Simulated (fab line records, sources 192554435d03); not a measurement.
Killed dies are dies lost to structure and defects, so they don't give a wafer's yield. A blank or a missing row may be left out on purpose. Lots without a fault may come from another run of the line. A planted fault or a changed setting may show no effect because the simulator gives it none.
fab line records | flow n5_finfet
record lots=6 wafers=18 last_day=18
route steps=1938 shown HKMG_FIN@454 GATE_CUT@465 BEOL_M4@1111 PASSIVATION@1936
lots that met no fault: from a run of the same line without faults
start_h: hours from the record's first day to the start of the lot's first wafer shown | wait_h: hours since the lot's step before | " the same as in the row above | L1.1+2: a row that stands for several wafers | - no value, or no start given | * or withheld: withheld | < > ~ a bound
route shown NAME@n: a module of which the file shows steps, and the number in the route of the first | usual: mean/standard deviation of fault-free wafers | same: alike in all rows | chamber/n: place in a boat | sites: the reading at each site | _std_site: their standard deviation | _edge_site: outer sites' mean less inner sites' | radius_mm: how far each site lies from the wafer's centre | mask NAME#n: copy n | behind: the tool/chamber that last shaped the wafer | hold: why the lot was held/for how many hours/how that ended | device: the transistor (n, p or np) that didn't switch | end of line: the same wafers' tests at the end of the route | a step without rows: its recipe alone | killed: dies lost to structure and defects at the first sort, not the wafer's yield | map: a wafer's dies, x killed, . not, _ none there
set.NAME: the setting as run; set.NAME@STEP: as run at that earlier step | model.NAME: the simulator's own value behind a step, which no gauge read
lots at some steps of the route; a table a step, a row a wafer
services: from which hour (start_h, from the record's first day; less than 0 if before it) a tool's chamber was out of use, for how many hours, and why
## steps
# step N5_HKMG_FIN_ETCHBACK_68
# recipe chemistry=Cl2/Ar stop_on=HfO2 target_depth_a=5 pressure_mtorr=10 icp_w=600 bias_w=60 Cl2_flow_sccm=40 Ar_flow_sccm=60
# usual drypump_motor_current_A=5.8/0.45 oes_product_au=0.77/0.11 throttle_valve_pct=20.87/0.15
# columns lot.wafer tool chamber start_h wait_h drypump_motor_current_A oes_product_au rf_hours_counter_h throttle_valve_pct
L423.1 rie_metal-03 1 86.79 0.1 5.9 0.70 70 20.56
L423.3 " 1 " " 5.9 0.70 - 20.57
L423.5 " 1 " " 5.9 0.70 - 20.58
L431.2 rie_metal-02 0 134.16 0.0 6.1 0.74 54 20.91
L431.5 " 0 " " 6.1 0.74 - 20.91
L431.6 " 1 " " 5.6 0.94 - 20.85
L433.3 rie_metal-03 0 145.55 0.1 4.6 0.79 - 20.90
L433.4 " 1 " " 5.9 0.69 - 20.60
L433.5 " 1 " " 5.9 0.69 - 20.58
L437.1 rie_metal-02 0 174.67 0.0 6.1 0.73 58 20.94
L437.4 " 0 " " 6.1 0.72 - 20.93
L437.6 " 1 " " 5.6 0.91 - 20.84
L443.1 rie_metal-01 1 213.11 0.0 5.8 0.64 110 21.04
L443.5 " 0 " " 6.2 0.89 - 20.71
L443.6 " 1 " " 5.8 0.64 - 21.04
L444.3 rie_metal-01 1 227.50 0.1 5.8 0.64 - 21.06
L444.5 " 1 " " 5.8 0.64 - 21.06
L444.6 " 0 " " 6.2 0.86 - 20.70
# step N5_HKMG_FIN_STRIP_69
# recipe chemistry=N2/H2 power_w=2500 temp_c=300 h2_frac=0.65 time_s=360 pressure_mtorr=withheld n2_flow_sccm=1750 h2_flow_sccm=3250
# step N5_HKMG_FIN_ALD_21
# recipe material=TiN target_thk_a=15 temp_c=400 ald_precursor_family=TiCl4 ald_co_reactant=NH3 pulse_time_s=1 purge_time_s=3 co_reactant_purge_time_s=2 co_reactant_pulse_time_s=2 ald_cycles=68 pressure_torr=3
# usual heater_power_w=877/70 precursor_pulse_height_rel=1.003/0.018 susceptor_temp_C=399.99/0.21
# columns lot.wafer tool chamber start_h wait_h heater_power_w precursor_pulse_height_rel susceptor_temp_C
L423.1 ald_metal-03 3 87.31 0.3 986 0.983 400.27
L423.3 " 0 " " 759 1.010 400.03
L423.5 " 0 " " 754 0.988 400.09
L431.2 ald_metal-04 1 134.69 0.3 834 1.000 400.15
L431.5 " 3 " " 897 1.027 400.00
L431.6 " 0 " " 908 1.015 399.90
L433.3 ald_metal-04 0 146.04 0.1 880 1.028 400.07
L433.4 " 3 " " 914 0.975 400.14
L433.5 " 1 " " 839 0.987 399.85
L437.1 ald_metal-02 1 175.20 0.3 931 0.983 399.93
L437.4 " 3 " " 878 0.996 400.00
L437.6 " 0 " " 804 1.005 399.98
L443.1 ald_metal-04 1 213.63 0.3 840 1.021 399.98
L443.5 " 3 " " 902 1.026 399.73
L443.6 " 0 " " 923 1.002 400.05
L444.3 ald_metal-04 2 227.99 0.1 823 1.009 400.20
L444.5 " 3 " " 886 0.989 399.55
L444.6 " 2 " " 834 0.964 400.11
# step N5_HKMG_FIN_ALD_72
# recipe material=W target_thk_a=20 temp_c=300 pressure_torr=7.5 ald_precursor_family=WF6 ald_co_reactant=B2H6 pulse_time_s=1 purge_time_s=2 co_reactant_purge_time_s=2 co_reactant_pulse_time_s=3 ald_cycles=7
# step N5_HKMG_FIN_W_FILL_22
# recipe material=W target_thk_a=600 temp_c=400 pressure_torr=39.4 time_s=18.2
# usual heater_power_w=835/67 susceptor_temp_C=400.01/0.22 throttle_valve_pct=19.1/1.3
# columns lot.wafer tool chamber start_h wait_h heater_power_w susceptor_temp_C throttle_valve_pct
L423.1 cvd_w-02 1 87.73 0.0 872 400.05 17.1
L423.3 " 0 " " 720 400.22 19.9
L423.5 " 1 " " 857 399.88 17.3
L431.2 cvd_w-02 0 135.11 0.0 735 399.87 20.2
L431.5 " 0 " " 749 399.91 20.0
L431.6 " 1 " " 874 400.26 17.2
L433.3 cvd_w-02 0 146.47 0.0 732 399.77 20.0
L433.4 " 1 " " 852 399.87 17.6
L433.5 " 0 " " 731 399.72 20.1
L437.1 cvd_w-02 1 175.62 0.0 867 400.36 17.5
L437.4 " 1 " " 864 400.13 17.1
L437.6 " 1 " " 854 400.31 17.2
L443.1 cvd_w-02 0 214.05 0.0 755 399.88 20.3
L443.5 " 0 " " 745 400.14 20.4
L443.6 " 1 " " 868 400.09 17.6
L444.3 cvd_w-02 1 228.42 0.0 867 399.68 17.4
L444.5 " 1 " " 867 399.59 17.2
L444.6 " 0 " " 740 400.04 20.6
# step N5_HKMG_FIN_PRECLEAN_83
# recipe chemistry=DIW time_s=57.5 temp_c=23
# step N5_HKMG_FIN_SRD_84
# recipe dry_time_s=32 dry=n2_spin spin_rpm=1500
# step N5_HKMG_FIN_CMP_23
# recipe stop_on=SiNx t_overpolish_s=10 post_cmp_clean=rinse_only down_force_psi=4 platen_rpm=50.289 pad_velocity_m_s=1.0006 target_thk_nm=46.326
# usual edge_zone_pressure_frac=1.000/0.0051 motor_current_A=12.9/1.9 overpolish_run_s=9.999/0.0093 time_to_endpoint_s=12.9/2.4
# columns lot.wafer tool chamber start_h wait_h edge_zone_pressure_frac motor_current_A overpolish_run_s time_to_endpoint_s
L423.3 cmp-01 0 87.92 0.1 1.001 13.0 9.986 10.0
L423.1 " 1 " " 1.002 15.2 10.010 10.2
L423.5 " 0 " " 1.003 12.8 10.000 12.7
L431.2 cmp-04 1 135.46 0.3 0.993 10.0 10.008 15.2
L431.5 " 2 " " 0.992 10.0 9.994 18.5
L431.6 " 3 " " 1.000 13.0 9.990 14.0
L433.3 cmp-02 1 146.65 0.1 1.009 12.7 10.001 12.9
L433.4 " 3 " " 1.000 10.9 9.997 12.8
L433.5 " 0 " " 1.006 8.9 10.002 14.8
L437.1 cmp-01 2 175.73 0.0 1.003 16.1 9.994 12.4
L437.4 " 3 " " 1.007 12.3 10.005 10.2
L437.6 " 2 " " 0.998 15.6 9.994 10.4
L443.1 cmp-01 3 214.16 0.0 0.990 13.7 10.000 10.3
L443.6 " 3 " " 0.988 12.9 10.010 10.2
L443.5 " 0 " " 0.996 12.8 9.997 9.5
L444.3 cmp-01 0 228.60 0.1 0.997 13.6 9.998 10.8
L444.6 " 3 " " 1.000 13.6 9.991 11.9
L444.5 " 0 " " 0.999 12.5 9.996 9.0
# step N5_HKMG_FIN_CMP_94
# recipe stop_on=SiNx post_cmp_clean=w_dilute_nh4oh t_overpolish_s=4.7 down_force_psi=4 platen_rpm=50.289 pad_velocity_m_s=1.0006 target_thk_nm=43.299
# step N5_HKMG_FIN_INSPECT_28
# recipe inspect_instrument=darkfield mode=post_cmp
# usual raw_defect_count=40/16
# columns lot.wafer tool chamber start_h wait_h raw_defect_count
L423.1 defect_inspect-02 - 88.55 0.0 39
L423.3 " - " " 20
L423.5 " - " " 25
L431.2 defect_inspect-02 - 135.93 0.0 35
L431.5 " - " " 42
L431.6 " - " " 42
L433.3 defect_inspect-01 - 147.29 0.0 50
L433.4 " - " " 39
L433.5 " - " " 27
L437.1 defect_inspect-01 - 176.44 0.0 37
L437.4 " - " " 13
L437.6 " - " " 52
L443.1 defect_inspect-01 - 215.04 0.2 52
L443.5 " - " " 80
L443.6 " - " " 41
L444.3 defect_inspect-02 - 229.23 0.0 36
L444.5 " - " " 41
L444.6 " - " " 29
# step N5_GATE_CUT_ETCHBACK_00
# recipe chemistry=SF6/Cl2 target=W pressure_mtorr=8 icp_w=900 bias_w=80 SF6_flow_sccm=40 Cl2_flow_sccm=60
# step N5_GATE_CUT_ETCH_56
# recipe chemistry=Cl2/Ar target=TiN target_depth_a=216 pressure_mtorr=10 icp_w=600 bias_w=60 Cl2_flow_sccm=40 Ar_flow_sccm=60
# usual drypump_motor_current_A=5.7/0.54 oes_ar_750_au=0.78/0.089 oes_product_au=0.78/0.099 rf_fwd_power_W=596.1/1.9 throttle_valve_pct=20.80/0.16
# columns lot.wafer tool chamber start_h wait_h drypump_motor_current_A oes_ar_750_au oes_product_au rf_fwd_power_W rf_hours_counter_h throttle_valve_pct model.etch.depth_nm
L423.1 rie_metal-03 1 88.71 0.1 5.9 0.74 0.73 599.1 70 20.53 22.7
L423.3 " 0 " " 4.6 0.80 0.82 595.4 - 20.89 21.52
L423.5 " 1 " " 5.9 0.73 0.73 597.0 - 20.55 22.69
L431.2 rie_metal-03 1 136.24 0.2 5.9 0.54 0.61 450.9 - 20.69 17.68
L431.5 " 1 " " 5.9 0.54 0.61 452.6 - 20.69 17.65
L431.6 " 1 " " 5.9 0.54 0.62 452.0 - 20.69 17.68
L433.3 rie_metal-02 1 147.47 0.1 5.6 0.95 0.99 595.0 - 20.75 23.53
L433.4 " 0 " " 6.1 0.74 0.75 596.8 - 20.89 22.11
L433.5 " 1 " " 5.6 0.95 0.98 596.6 - 20.79 23.53
L437.1 rie_metal-03 1 176.59 0.1 5.9 0.53 0.61 452.2 77 20.70 17.65
L437.4 " 0 " " 4.6 0.58 0.69 455.0 - 21.03 16.57
L437.6 " 0 " " 4.6 0.59 0.69 454.7 - 21.05 16.91
L443.1 rie_metal-02 1 215.19 0.1 5.6 0.90 0.93 595.2 8 20.82 23.25
L443.5 " 0 " " 6.1 0.73 0.73 597.8 - 20.93 21.69
L443.6 " 1 " " 5.6 0.90 0.92 594.2 - 20.81 23.11
L444.3 rie_metal-01 0 229.42 0.1 6.1 0.86 0.87 595.3 - 20.72 20.93
L444.5 " 0 " " 6.1 0.86 0.86 595.5 - 20.73 20.94
L444.6 " 1 " " 5.8 0.65 0.64 594.6 - 21.05 21.58
# step N5_GATE_CUT_ETCHBACK_30
# recipe chemistry=Cl2/Ar target=TiN target_depth_a=30 mode=isotropic pressure_mtorr=10 icp_w=600 bias_w=60 Cl2_flow_sccm=40 Ar_flow_sccm=60
# usual drypump_motor_current_A=5.7/0.54 oes_product_au=0.78/0.097 throttle_valve_pct=20.80/0.16
# columns lot.wafer tool chamber start_h wait_h drypump_motor_current_A oes_product_au rf_hours_counter_h throttle_valve_pct
L423.1 rie_metal-03 1 88.80 0.1 6.0 0.72 70 20.53
L423.3 " 0 " " 4.6 0.82 - 20.89
L423.5 " 1 " " 6.0 0.73 - 20.55
L431.2 rie_metal-03 1 136.40 0.1 5.9 0.71 - 20.56
L431.5 " 1 " " 5.9 0.71 - 20.55
L431.6 " 1 " " 5.9 0.71 - 20.54
L433.3 rie_metal-02 1 147.54 0.0 5.6 0.98 - 20.78
L433.4 " 0 " " 6.1 0.74 - 20.90
L433.5 " 1 " " 5.6 0.97 - 20.80
L437.1 rie_metal-03 1 176.68 0.1 5.9 0.70 77 20.56
L437.4 " 0 " " 4.6 0.80 - 20.91
L437.6 " 0 " " 4.6 0.79 - 20.90
L443.1 rie_metal-02 1 215.28 0.1 5.6 0.91 8 20.81
L443.5 " 0 " " 6.1 0.73 - 20.94
L443.6 " 1 " " 5.6 0.92 - 20.82
L444.3 rie_metal-01 0 229.49 0.0 6.2 0.87 - 20.71
L444.5 " 0 " " 6.1 0.87 - 20.72
L444.6 " 1 " " 5.8 0.64 - 21.06
# step N5_BEOL_M4_RC_MEAS_101
# usual DIBL_N=36.0/1.9 DIBL_P=36.0/2.1 IOFF_N=0.155/0.029 IOFF_P=0.20/0.032 ION_N=672/11 ION_P=461/6.9 SS_N=71.5/0.58 SS_P=73.2/0.64 VT_N=250.4/2.9 VT_P=-251.0/2.8
# columns lot.wafer tool chamber start_h wait_h DIBL_N[mV/V] DIBL_P[mV/V] IOFF_N[nA/um] IOFF_P[nA/um] ION_N[uA/um] ION_P[uA/um] SS_N[mV/dec] SS_P[mV/dec] VT_N[mV] VT_P[mV]
L423.1 prober-02 0 185.25 0.0 38.1 37.7 0.174 0.24 683 468 72.3 74.5 246.6 -247.6
L423.3 " 0 " " 37.3 36.5 0.157 0.22 661 458 71.7 73.7 251.3 -249.1
L423.5 " 0 " " 37.3 35.5 0.142 0.20 664 454 72.1 73.3 254.7 -251.5
L433.3 prober-01 0 238.26 0.3 34.5 33.6 0.121 0.18 667 459 71.1 72.4 252.2 -252.0
L433.4 " 0 " " 34.5 33.2 0.121 0.18 659 453 70.5 72.0 256.8 -254.4
L433.5 " 0 " " 35.9 34.7 0.142 0.19 653 453 72.0 73.2 254.5 -249.5
L431.2 prober-01 0 241.12 0.2 32.8 32.3 0.099 0.15 644 448 70.2 72.5 257.9 -254.0
L431.5 " 0 " " 33.4 34.6 0.123 0.18 667 461 71.1 73.8 251.8 -251.1
L431.6 " 0 " " 34.1 34.3 0.123 0.17 651 454 72.0 72.1 256.5 -250.7
L437.1 prober-01 0 263.93 0.0 34.9 36.2 0.129 0.19 647 449 72.0 73.1 252.0 -251.1
L437.4 " 0 " " 34.9 36.2 0.134 0.18 656 451 71.2 72.7 250.8 -251.4
L437.6 " 0 " " 37.1 39.3 0.184 0.23 692 469 72.2 73.7 248.3 -250.2
L443.1 prober-02 0 311.89 0.0 34.8 34.8 0.151 0.21 676 463 71.3 72.6 251.0 -250.0
L443.5 " 0 " " 33.5 33.6 0.134 0.19 677 468 71.2 72.5 252.4 -247.9
L443.6 " 0 " " 33.5 33.8 0.130 0.18 673 463 71.0 71.8 253.3 -252.4
L444.3 prober-01 0 314.09 0.3 35.8 37.0 0.160 0.22 668 457 71.4 73.0 250.4 -249.4
L444.5 " 0 " " 33.6 33.7 0.124 0.17 674 458 71.7 72.3 253.2 -252.8
L444.6 " 0 " " 34.4 35.3 0.145 0.19 671 456 70.9 73.3 249.8 -254.8
# step N5_PASSIVATION_PROBE_49
# usual defect_limited_yield=91.0/1.5 killed_at_M0_to_M3=33/9.4 killed_at_M4_up=14/4.8 killed_at_contacts=13/7.3 killed_at_front_end=43/13 killed_at_other=3.6/2.9 killed_dies=106/18 killed_open=69/13 killed_short=35/8.2 sort_bin_5_function=5.3/1 sort_bin_6_memory=3.3/0.68 sort_bin_8_speed=0.01/0.027 sort_n_pass=1074/18
# same gross_dies=1180 killed_at_back_side=0 sort_bin_4_leakage[%]=0
# columns lot.wafer tool chamber start_h wait_h defect_limited_yield[%] killed_at_M0_to_M3 killed_at_M4_up killed_at_contacts killed_at_front_end killed_at_other killed_dies killed_open killed_short sort_bin_5_function[%] sort_bin_6_memory[%] sort_bin_8_speed[%] sort_n_pass
L437.1 prober-01 - 360.91 0.0 90.1 32 17 14 48 6 117 78 36 5.7 4.0 0 1063
# killed by level:class
L437.1 STI_FIN_REVEAL:geometric_particle:open=15 BEOL_M3:geometric_particle:open=13 MOL_CONTACT_COAG:geometric_particle:open=11 BEOL_M4:geometric_particle:open=9 STI_FIN_REVEAL:geometric_particle:short=6 BEOL_M0_SAQP:geometric_particle:open=6 DUMMY_GATE:geometric_particle:open=5 DUMMY_GATE:geometric_particle:short=4
## services
# columns tool chamber start_h hours kind
ald_metal-02 - 64.59 6.0 pm
cmp-01 - 64.95 3.6 pm
cmp-02 - 68.68 2.2 repair
cmp-04 - 76.95 21.0 repair
ald_metal-02 3 85.05 15.9 repair
cmp-04 - 97.98 3.6 pm
cmp-01 - 103.09 4.4 pm
ald_metal-03 1 110.48 4.2 repair
rie_metal-03 0 132.05 12.0 repair
cmp-01 - 149.02 0.2 repair
cvd_w-02 - 158.93 0.9 repair
cmp-01 - 161.62 0.5 repair
ald_metal-04 1 168.48 2.2 repair
cmp-01 - 171.43 1.2 repair
cmp-02 - 172.72 1.7 repair
ald_metal-04 3 175.80 1.5 repair
ald_metal-03 - 187.71 1.8 repair
rie_metal-01 - 195.05 14.6 pm
cmp-04 - 197.34 4.2 repair
ald_metal-02 3 197.98 17.2 repair
cmp-01 - 203.68 4.0 pm
rie_metal-01 - 210.27 0.7 repair
ald_metal-02 1 219.92 10.1 repair
ald_metal-02 - 224.23 4.3 pm
## key
first_sign step=N5_GATE_CUT_ETCH_56 reading=rf_fwd_power_W direction=down sigmas=76 usual=* struck=*
effect step=N5_GATE_CUT_ETCH_56 reading=oes_ar_750_au direction=down sigmas=2.5 usual=0.78 struck=0.55
model_effect step=N5_GATE_CUT_ETCH_56 value=etch.depth_nm without=22.02 struck=17.35
met_at N5_GATE_CUT_ETCH_56
struck_wafers L431.2,L431.5,L431.6,L437.1,L437.4,L437.6
onset_between 88.71 136.24
fault kind=process_parameter_drift tool=rie_metal-03 chamber=- onset_h=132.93 steps=N5_GATE_CUT_ETCH_56 channel=icp_w offset=-144 shape=step end_h=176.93 acts_in=these_recipes_only stated=600
